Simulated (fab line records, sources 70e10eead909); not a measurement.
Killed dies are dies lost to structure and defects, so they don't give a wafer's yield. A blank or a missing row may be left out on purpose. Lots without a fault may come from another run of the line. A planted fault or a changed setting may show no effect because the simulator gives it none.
Chamber matching | flow nand_harc | NHARC_A_BLC_DESCUM_15 on rie_diel-04: 4 sister chambers
The step chemistry O2, time 3 s. 14 wafers are shown with their chamber, then 7 later ones without.

WAFERS WITH THEIR CHAMBER
wafer  | chamber | drypump_motor_current_A (A) | rf_vpp_V (V) | oes_product_au (a.u.)
L521.2 | 2       | 5.5                         | 58.1         | 0.999
L521.4 | 1       | 6.2                         | 56.3         | 1.004
L521.6 | 1       | 6.2                         | 57.2         | 1.000
L520.2 | 3       | 5.9                         | 59.0         | 1.008
L520.3 | 1       | 6.2                         | 58.0         | 0.993
L520.5 | 0       | 5.5                         | 58.6         | 1.004
L522.2 | 2       | 5.5                         | 57.4         | 1.007
L522.3 | 3       | 5.9                         | 59.1         | 0.997
L522.4 | 0       | 5.5                         | 56.9         | 1.018
L523.1 | 3       | 5.9                         | 58.7         | 1.019
L523.3 | 2       | 5.4                         | 58.0         | 1.003
L523.5 | 3       | 5.9                         | 58.1         | 1.012
L533.1 | 2       | 5.5                         | 56.5         | 1.011
L533.3 | 0       | 5.5                         | 58.2         | 1.000

SIGNATURES (means of the wafers above)
reading                 | chamber 0 | chamber 1 | chamber 2 | chamber 3 | scatter within a chamber
drypump_motor_current_A | 5.500     | 6.200     | 5.475     | 5.900     | 0.0274
rf_vpp_V                | 57.900    | 57.167    | 57.500    | 58.725    | 0.725
oes_product_au          | 1.00733   | 0.99900   | 1.00500   | 1.00900   | 0.00758
Rule: a wafer's distance from a chamber is the root of the sum, over the readings, of the square of ((its reading less the chamber's mean) divided by the reading's scatter). The wafer belongs to the nearest chamber; if the next one is less than 2 further off, it can't be placed. The scatter: the root of (the sum of the squares of (reading less its chamber's mean) over the shown wafers, divided by (wafers less chambers)).

WAFERS WITHOUT THEIR CHAMBER
wafer  | drypump_motor_current_A (A) | rf_vpp_V (V) | oes_product_au (a.u.)
L533.6 | 5.5                         | 58.3         | 1.004
L538.1 | 5.9                         | 58.1         | 0.998
L538.2 | 5.4                         | 57.2         | 1.005
L538.3 | 5.4                         | 58.2         | 1.007
L539.2 | 5.5                         | 56.4         | 0.999
L539.3 | 5.9                         | 58.5         | 1.000
L539.6 | 5.5                         | 57.2         | 0.999

WHICH CHAMBER EACH WENT THROUGH
wafer  | from the rows above     | in truth
L533.6 | can't be placed: 0 or 2 | 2
L538.1 | 3                       | 3
L538.2 | can't be placed: 2 or 0 | 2
L538.3 | can't be placed: 2 or 0 | 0
L539.2 | can't be placed: 2 or 0 | 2
L539.3 | 3                       | 3
L539.6 | can't be placed: 2 or 0 | 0
Placed correctly: 2 of 7. Can't be placed from these rows: 5 (the true chamber is among the candidates in 5). Placed wrongly: 0.
